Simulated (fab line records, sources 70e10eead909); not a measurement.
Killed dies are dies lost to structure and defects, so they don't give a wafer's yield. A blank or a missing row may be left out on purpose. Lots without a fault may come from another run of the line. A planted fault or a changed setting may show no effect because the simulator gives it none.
fab line records | flow nand_harc | part 1 of 2: steps 1 to 41 of 42
record lots=6 wafers=18 last_day=23
route steps=1159 shown A_BLC@975 A_M0@994 END@1159
lots that met no fault: from a run of the same line without faults
start_h: hours from the record's first day to the start of the lot's first wafer shown | wait_h: hours since the lot's step before | " the same as in the row above | L1.1+2: a row that stands for several wafers | - no value, or no start given | * or withheld: withheld | < > ~ a bound
route shown NAME@n: a module of which the file shows steps, and the number in the route of the first | usual: mean/standard deviation of fault-free wafers | same: alike in all rows | chamber/n: place in a boat | sites: the reading at each site | _std_site: their standard deviation | _edge_site: outer sites' mean less inner sites' | radius_mm: how far each site lies from the wafer's centre | mask NAME#n: copy n | behind: the tool/chamber that last shaped the wafer | hold: why the lot was held/for how many hours/how that ended | device: the transistor (n, p or np) that didn't switch | end of line: the same wafers' tests at the end of the route | a step without rows: its recipe alone | killed: dies lost to structure and defects at the first sort, not the wafer's yield | map: a wafer's dies, x killed, . not, _ none there
set.NAME: the setting as run; set.NAME@STEP: as run at that earlier step | model.NAME: the simulator's own value behind a step, which no gauge read
lots at some steps of the route; a table a step, a row a wafer
services: from which hour (start_h, from the record's first day; less than 0 if before it) a tool's chamber was out of use, for how many hours, and why
## steps
# step NHARC_A_BLC_OVL_MEAS_11
# usual overlay_x_nm=-0.1/1 overlay_y_nm=-0.1/0.8
# columns lot.wafer tool chamber start_h wait_h overlay_x_nm overlay_y_nm
L153.1 overlay-01 - 432.09 - -0.2 -1.1
L153.2 " - " " -0.5 -1.0
L153.4 " - " " -0.8 -1.3
L156.1 overlay-01 - 440.29 - -0.4 -0.6
L156.5 " - " " -0.5 0.6
L156.6 " - " " -1.4 -0.1
L155.1 overlay-02 - 451.46 - 1.7 0.9
L155.2 " - " " 1.9 0.7
L155.3 " - " " 1.5 0.5
L160.1 overlay-01 - 472.47 - -1.1 1.6
L160.2 " - " " -0.8 1.9
L160.6 " - " " -1.2 1.8
L161.2 overlay-02 - 492.03 - 2.0 0.4
L161.3 " - " " 1.5 0.1
L161.4 " - " " 1.3 0.4
L166.3 overlay-02 - 512.84 - -0.3 -0.7
L166.5 " - " " -0.2 -0.2
L166.6 " - " " -0.2 -1.0
# step NHARC_A_BLC_INSPECT_12
# usual raw_defect_count=30/16
# columns lot.wafer tool chamber start_h wait_h raw_defect_count
L153.1 defect_inspect-02 - 432.13 0.0 28
L153.2 " - " " 30
L153.4 " - " " 22
L156.1 defect_inspect-02 - 440.33 0.0 25
L156.5 " - " " 31
L156.6 " - " " 31
L155.1 defect_inspect-02 - 451.50 0.0 21
L155.2 " - " " 39
L155.3 " - " " 32
L160.1 defect_inspect-02 - 472.51 0.0 15
L160.2 " - " " 16
L160.6 " - " " 12
L161.2 defect_inspect-01 - 492.07 0.0 18
L161.3 " - " " 19
L161.4 " - " " 12
L166.3 defect_inspect-02 - 512.87 0.0 49
L166.5 " - " " 46
L166.6 " - " " 42
# step NHARC_A_BLC_DESCUM_15
# recipe time_s=3 o2_flow_sccm=200 ar_flow_sccm=0 bias_power_w=0 chemistry=O2
# usual drypump_motor_current_A=5.8/0.31 oes_product_au=1.001/0.011 rf_vpp_V=57.9/0.9 showerhead_plenum_p_Torr=1.93/0.09 throttle_valve_pct=11.311/0.0089
# columns lot.wafer tool chamber start_h wait_h drypump_motor_current_A oes_product_au rf_hours_counter_h rf_vpp_V showerhead_plenum_p_Torr throttle_valve_pct
L153.4 rie_diel-01 1 432.20 0.1 6.1 0.995 12 59.8 2.03 11.302
L153.1 " 2 " " 5.2 0.996 12 57.2 1.81 11.309
L153.2 " 3 " " 5.5 0.998 11 59.2 2.02 11.328
L156.1 rie_diel-01 0 440.40 0.1 5.9 1.019 12 57.0 1.88 11.302
L156.6 " 3 " " 5.4 1.003 - 58.5 2.02 11.308
L156.5 " 0 " " 5.9 1.016 - 57.1 1.88 11.309
L155.2 rie_diel-01 3 451.56 0.1 5.5 0.994 12 58.0 2.02 11.328
L155.1 " 0 " " 5.9 1.025 13 57.3 1.88 11.297
L155.3 " 1 " " 6.1 1.004 14 59.3 2.03 11.309
L160.1 rie_diel-01 1 472.57 0.1 6.1 0.994 16 57.9 2.03 11.314
L160.2 " 2 " " 5.1 0.990 15 56.7 1.81 11.315
L160.6 " 2 " " 5.1 0.995 - 57.9 1.81 11.295
L161.3 rie_diel-13 0 492.13 0.1 5.8 1.004 2 56.8 2.02 11.319
L161.2 " 1 " " 6.0 0.994 2 57.6 1.81 11.310
L161.4 " 3 " " 5.6 1.008 3 56.7 1.95 11.293
L166.3 rie_diel-01 1 512.95 0.1 6.1 0.974 1 57.8 2.03 11.313
L166.5 " 3 " " 5.5 0.990 - 58.7 2.02 11.309
L166.6 " 0 " " 5.9 0.988 - 55.8 1.87 11.311
# step NHARC_A_BLC_ETCH_16
# recipe target_depth_a=390 over_etch_frac=0.3 time_s=65 ion_energy_ev=80 cf4_flow_sccm=150 ar_flow_sccm=0 rf_w=300 bias_w=100 chemistry=CF4
# step NHARC_A_BLC_ETCH_17
# recipe target_depth_a=3900 over_etch_frac=0.25 time_s=609.38 ion_energy_ev=200 n2_flow_sccm=150 h2_flow_sccm=150 ar_flow_sccm=0 rf_w=400 bias_w=150 chemistry=N2/H2
# usual drypump_motor_current_A=5.8/0.32 n2_flow_sccm=150.0/0.46 oes_product_au=0.999/0.01 rf_vpp_V=431.0/2.7 showerhead_plenum_p_Torr=2.06/0.098 throttle_valve_pct=14.171/0.0089
# columns lot.wafer tool chamber start_h wait_h drypump_motor_current_A n2_flow_sccm oes_product_au rf_hours_counter_h rf_vpp_V showerhead_plenum_p_Torr throttle_valve_pct
L153.1 rie_diel-01 1 - - 6.1 149.5 0.999 12 434.6 2.17 14.164
L153.4 " 2 " " 5.2 150.1 0.980 12 427.5 1.92 14.167
L153.2 " 3 " " 5.5 149.3 0.997 11 433.7 2.16 14.179
L156.1 rie_diel-01 0 - - 5.9 150.1 1.007 12 430.5 2.00 14.168
L156.5 " 1 " " 6.1 150.4 1.000 - 434.4 2.17 14.178
L156.6 " 2 " " 5.2 150.9 0.994 - 427.5 1.92 14.155
L155.2 rie_diel-01 0 - - 5.9 149.7 1.006 13 430.4 2.00 14.158
L155.1 " 1 " " 6.1 149.8 0.993 14 434.8 2.17 14.161
L155.3 " 2 " " 5.1 149.8 0.984 14 427.4 1.92 14.159
L160.2 rie_diel-01 3 - - 5.5 149.7 0.994 14 433.0 2.16 14.170
L160.1 " 0 " " 5.9 149.8 1.035 15 428.5 2.00 14.167
L160.6 " 2 " " 5.2 150.7 1.004 - 428.0 1.92 14.178
L161.3 rie_diel-13 0 - - 5.8 149.6 1.012 3 432.3 2.16 14.181
L161.2 " 1 " " 6.0 149.9 0.992 2 427.8 1.93 14.176
L161.4 " 2 " " 6.1 149.9 0.981 3 433.7 2.12 14.171
L166.3 rie_diel-01 2 - - 5.2 149.9 0.988 1 428.2 1.92 14.180
L166.6 " 0 " " 5.9 150.4 1.001 - 429.6 2.00 14.175
L166.5 " 1 " " 6.1 149.4 0.988 - 434.3 2.17 14.184
# step NHARC_A_BLC_ETCH_18
# recipe target_depth_a=9100 c4f8_flow_sccm=20 o2_flow_sccm=10 ar_flow_sccm=withheld rf_w=600 bias_w=1500 chemistry=C4F8/O2/Ar
# step NHARC_A_BLC_CD_MEAS_19
# usual cd_nm=100.6/1.8
# columns lot.wafer tool chamber start_h wait_h cd_nm
L153.1 cd_sem-01 - 433.23 - 101.5
L153.2 " - " " 100.7
L153.4 " - " " 100.7
L156.1 cd_sem-03 - 441.37 - 101.4
L156.5 " - " " 99.2
L156.6 " - " " 99.9
L155.1 cd_sem-03 - 452.60 - 100.9
L155.2 " - " " 101.8
L155.3 " - " " 99.2
L160.1 cd_sem-02 - 473.53 - 101.6
L160.2 " - " " 99.0
L160.6 " - " " 100.2
L161.2 cd_sem-02 - 493.11 - 102.2
L161.3 " - " " 100.0
L161.4 " - " " 101.7
L166.3 cd_sem-02 - 513.92 - 98.8
L166.5 " - " " 99.3
L166.6 " - " " 101.0
# step NHARC_A_BLC_STRIP_29
# recipe cf4_flow_sccm=150 ar_flow_sccm=0 bias_w=0 chemistry=CF4
# step NHARC_A_BLC_STRIP_21
# recipe o2_flow_sccm=500 ar_flow_sccm=0 bias_w=0 chemistry=O2
# step NHARC_A_BLC_STRIP_22
# recipe time_s=600 temp_c=30 chemistry=post_etch_residue_remover
# step NHARC_A_BLC_DEGAS_30
# recipe temp_c=300 time_s=60
# step NHARC_A_BLC_PRE_CLEAN_31
# recipe time_s=15 bias_v=250 gas=Ar
# step NHARC_A_BLC_PVD_32
# recipe target_thk_a=50 chamber_pressure_pa=5 power_w=5000 substrate_temp_c=200 time_s=17.7 material=Ti
# usual throttle_valve_pct=30.5/1.1
# columns lot.wafer tool chamber start_h wait_h throttle_valve_pct
L153.2 pvd_sputter-01 - 434.02 - 29.9
L153.4 " - " " 31.8
L153.1 " - " " 29.9
L156.1 pvd_sputter-02 - 442.09 - 30.5
L156.6 " - " " 30.7
L156.5 " - " " 28.0
L155.2 pvd_sputter-01 - 453.33 - 29.7
L155.1 " - " " 31.5
L155.3 " - " " 29.9
L160.1 pvd_sputter-02 - 474.27 - 29.3
L160.2 " - " " 30.6
L160.6 " - " " 29.6
L161.2 pvd_sputter-01 - 493.84 - 31.7
L161.4 " - " " 29.9
L161.3 " - " " 31.5
L166.3 pvd_sputter-02 - 514.66 - 30.5
L166.5 " - " " 31.1
L166.6 " - " " 30.5
# step NHARC_A_BLC_ALD_23
# recipe target_thk_a=30 pulse_time_s=1 ald_cycles=150 temp_c=450 material=TiN
# step NHARC_A_BLC_CVD_24
# recipe target_thk_a=1500 temp_c=300 pressure_torr=40 wf6_flow_sccm=40 h2_flow_sccm=1600 ar_flow_sccm=1560 time_s=434 material=W
# step NHARC_A_BLC_CMP_25
# recipe t_overpolish_s=30 target_thk_nm=150
# step NHARC_A_BLC_SRD_27
# step NHARC_A_BLC_INSPECT_28
# usual raw_defect_count=400/99
# columns lot.wafer tool chamber start_h wait_h raw_defect_count
L153.1 defect_inspect-02 - 435.47 0.1 361
L153.2 " - " " 425
L153.4 " - " " 316
L156.1 defect_inspect-01 - 444.72 0.1 389
L156.5 " - " " 441
L156.6 " - " " 274
L155.1 defect_inspect-01 - 454.60 0.1 386
L155.2 " - " " 323
L155.3 " - " " 326
L160.1 defect_inspect-02 - 490.45 0.1 392
L160.2 " - " " 368
L160.6 " - " " 209
L161.2 defect_inspect-01 - 496.07 0.1 406
L161.3 " - " " 328
L161.4 " - " " 596
L166.3 defect_inspect-01 - 517.32 0.1 457
L166.5 " - " " 610
L166.6 " - " " 397
# step NHARC_A_M0_DEP_00
# recipe target_thk_a=1500 target_thk_nm=150 temp_c=withheld pressure_torr=5 flow_sccm=200 rf_w=600 material=SiOC
# step NHARC_A_M0_DEHYDRATE_01
# recipe temp_c=150 time_s=120
# step NHARC_A_M0_HMDS_02
# recipe time_s=30
# step NHARC_A_M0_COAT_33
# recipe temp_c=200 time_s=65
# step NHARC_A_M0_COAT_03
# recipe spin_rpm=1500 resist_thk_nm=90
# step NHARC_A_M0_SOFTBAKE_04
# recipe temp_c=105 time_s=55
# step NHARC_A_M0_EBR_05
# step NHARC_A_M0_EXPOSE_06
# recipe na=1.35 target_cd_nm=80 dose_mj=83.25 mask_id=A_M0
# step NHARC_A_M0_PEB_07
# recipe peb_temp_c=100 peb_time_s=65
# step NHARC_A_M0_DEVELOP_08
# recipe develop_time_s=35 dev_temp_c=23
# step NHARC_A_M0_CD_MEAS_09
# recipe target_cd_nm=80 landing_energy_ev=500
# usual cd_nm=80.3/0.76
# columns lot.wafer tool chamber start_h wait_h cd_nm
L153.1 cd_sem-01 0 436.37 - 80.8
L153.2 " 0 " " 80.3
L153.4 " 0 " " 80.1
L156.1 cd_sem-02 0 445.62 - 80.5
L156.5 " 0 " " 80.5
L156.6 " 0 " " 79.8
L155.1 cd_sem-02 0 455.50 - 80.7
L155.2 " 0 " " 80.9
L155.3 " 0 " " 80.9
L160.1 cd_sem-01 0 491.34 - 79.5
L160.6 " 0 " " 79.8
L161.2 cd_sem-03 0 497.38 - 81.2
L161.3 " 0 " " 81.6
L161.4 " 0 " " 81.8
L166.5 cd_sem-01 0 518.14 - 79.4
L166.6 " 0 " " 79.6
# step NHARC_A_M0_OVL_MEAS_10
# recipe pitch_nm=160
# usual overlay_x_nm=-0.1/0.75 overlay_y_nm=0.1/0.81
# columns lot.wafer tool chamber start_h wait_h overlay_x_nm overlay_y_nm
L153.1 overlay-02 - 436.46 - -0.4 1.0
L153.2 " - " " 0.5 1.4
L153.4 " - " " 0.1 1.5
L156.1 overlay-02 - 445.71 - -1.4 0.6
L156.5 " - " " -1.4 1.1
L156.6 " - " " -0.7 1.0
L155.1 overlay-02 - 455.59 - -1.4 -0.3
L155.2 " - " " -1.3 0.0
L155.3 " - " " -2.1 -0.1
L160.1 overlay-01 - 491.43 - 0.4 0.4
L160.6 " - " " 0.6 0.5
L161.2 overlay-02 - 497.47 - -0.2 0.2
L161.3 " - " " -0.6 -0.3
L161.4 " - " " -0.9 0.0
L166.5 overlay-01 - 518.22 - -0.3 2.0
L166.6 " - " " -0.4 2.2
# step NHARC_A_M0_INSPECT_11
# usual raw_defect_count=30/16
# columns lot.wafer tool chamber start_h wait_h raw_defect_count
L153.1 defect_inspect-01 - 436.50 0.0 28
L153.2 " - " " 28
L153.4 " - " " 22
L156.1 defect_inspect-01 - 445.77 0.1 27
L156.5 " - " " 29
L156.6 " - " " 28
L155.1 defect_inspect-02 - 455.63 0.0 22
L155.2 " - " " 38
L155.3 " - " " 37
L160.1 defect_inspect-02 - 491.47 0.0 12
L160.6 " - " " 12
L161.2 defect_inspect-01 - 497.50 0.0 14
L161.3 " - " " 17
L161.4 " - " " 13
L166.5 defect_inspect-01 - 518.25 0.0 46
L166.6 " - " " 44
# step NHARC_A_M0_DESCUM_14
# recipe time_s=3 o2_flow_sccm=200 ar_flow_sccm=0 bias_power_w=0 chemistry=O2
# step NHARC_A_M0_ETCH_34
# recipe target_depth_a=400 overetch_a=120 time_s=43.94 ion_energy_ev=200 n2_flow_sccm=150 h2_flow_sccm=150 ar_flow_sccm=0 rf_w=400 bias_w=150 chemistry=N2/H2
# step NHARC_A_M0_ETCH_15
# recipe target_depth_a=1500 overetch_a=150 time_s=82.5 c4f8_flow_sccm=withheld ar_flow_sccm=400 rf_w=600 bias_w=300 chemistry=C4F8/Ar
# usual oes_product_au=0.947/0.024 rf_vpp_V=439.3/2.5
# columns lot.wafer tool chamber start_h wait_h oes_product_au rf_hours_counter_h rf_vpp_V
L153.4 rie_diel-12 2 - - 0.980 4 441.3
L153.1 " 3 " " 0.952 5 439.1
L153.2 " 1 " " 0.966 3 437.4
L156.1 rie_diel-12 1 - - 0.958 3 436.8
L156.5 " 1 " " 0.957 - 436.1
L156.6 " 2 " " 0.972 - 441.6
L155.1 rie_diel-03 2 - - 0.946 4 437.1
L155.3 " 3 " " 0.954 4 436.7
L155.2 " 1 " " 0.981 4 442.2
L160.1 rie_diel-11 0 - - 0.930 10 438.6
L160.6 " 3 " " 0.926 - 443.3
L161.4 rie_diel-03 1 - - 0.931 8 441.0
L161.2 " 3 " " 0.929 8 438.4
L161.3 " 0 " " 0.921 8 440.5
L166.5 rie_diel-12 3 - - 0.925 - 439.6
L166.6 " 2 " " 0.931 - 441.6
# step NHARC_A_M0_CD_MEAS_16
# usual cd_nm=80.2/0.77
# columns lot.wafer tool chamber start_h wait_h cd_nm
L153.1 cd_sem-02 - 436.86 - 81.3
L153.2 " - " " 80.5
L153.4 " - " " 79.4
L156.1 cd_sem-03 - 446.13 - 80.6
L156.5 " - " " 80.0
L156.6 " - " " 80.0
L155.1 cd_sem-01 - 455.98 - 80.5
L155.2 " - " " 80.4
L155.3 " - " " 80.2
L160.1 cd_sem-02 - 491.83 - 79.5
L160.6 " - " " 80.8
L161.2 cd_sem-01 - 497.86 - 80.9
L161.3 " - " " 81.1
L161.4 " - " " 82.0
L166.5 cd_sem-02 - 518.66 - 79.4
L166.6 " - " " 79.5
# step NHARC_A_M0_STRIP_18
# recipe power_w=1000 n2_flow_sccm=150 h2_flow_sccm=150 ar_flow_sccm=0 bias_w=0 chemistry=N2/H2
# step NHARC_A_M0_STRIP_19
# recipe time_s=600 temp_c=30 chemistry=post_etch_residue_remover
# step NHARC_A_M0_DEGAS_28
# recipe temp_c=250 time_s=60
# step NHARC_A_M0_PRE_CLEAN_29
# recipe time_s=30 temp_c=280 gas=H2/He
# usual heater_power_w=392/46 susceptor_temp_C=279.99/0.18
# columns lot.wafer tool chamber start_h wait_h heater_power_w susceptor_temp_C
L153.4 pvd_sputter-02 - - - 405 -
L153.2 " - " " 389 -
L153.1 " - " " 371 -
L156.1 pvd_sputter-01 - - - 415 279.66
L156.6 " - " " 412 279.95
L156.5 " - " " 463 280.10
L155.3 pvd_sputter-02 - - - 380 -
L155.2 " - " " 409 -
L155.1 " - " " 390 -
L160.1 pvd_sputter-03 - - - 389 279.91
L160.6 " - " " 356 280.25
L161.2 pvd_sputter-02 - - - 410 279.78
L161.4 " - " " 385 279.93
L161.3 " - " " 375 279.97
L166.6 pvd_sputter-03 - - - 414 280.14
L166.5 " - " " 316 280.17
# step NHARC_A_M0_PVD_20
# recipe target_thk_a=50 bias_v=168.6 power_w=15000 chamber_pressure_pa=0.12 time_s=8.06 substrate_temp_c=50 material=TaN
# usual throttle_valve_pct=30.5/1.1
# columns lot.wafer tool chamber start_h wait_h throttle_valve_pct
L153.1 pvd_sputter-02 - - - 30.4
L153.4 " - " " 28.0
L153.2 " - " " 31.1
L156.1 pvd_sputter-01 - - - 31.2
L156.6 " - " " 30.0
L156.5 " - " " 30.0
L155.2 pvd_sputter-02 - - - 31.0
L155.1 " - " " 30.9
L155.3 " - " " 28.0
L160.1 pvd_sputter-03 - - - 31.9
L160.6 " - " " 32.2
L161.4 pvd_sputter-02 - - - 30.7
L161.2 " - " " 28.2
L161.3 " - " " 30.9
L166.5 pvd_sputter-03 - - - 32.2
L166.6 " - " " 29.6
# step NHARC_A_M0_PVD_21
# recipe target_thk_a=300 chamber_pressure_pa=5 power_w=5000 substrate_temp_c=30 time_s=20.49 material=Cu
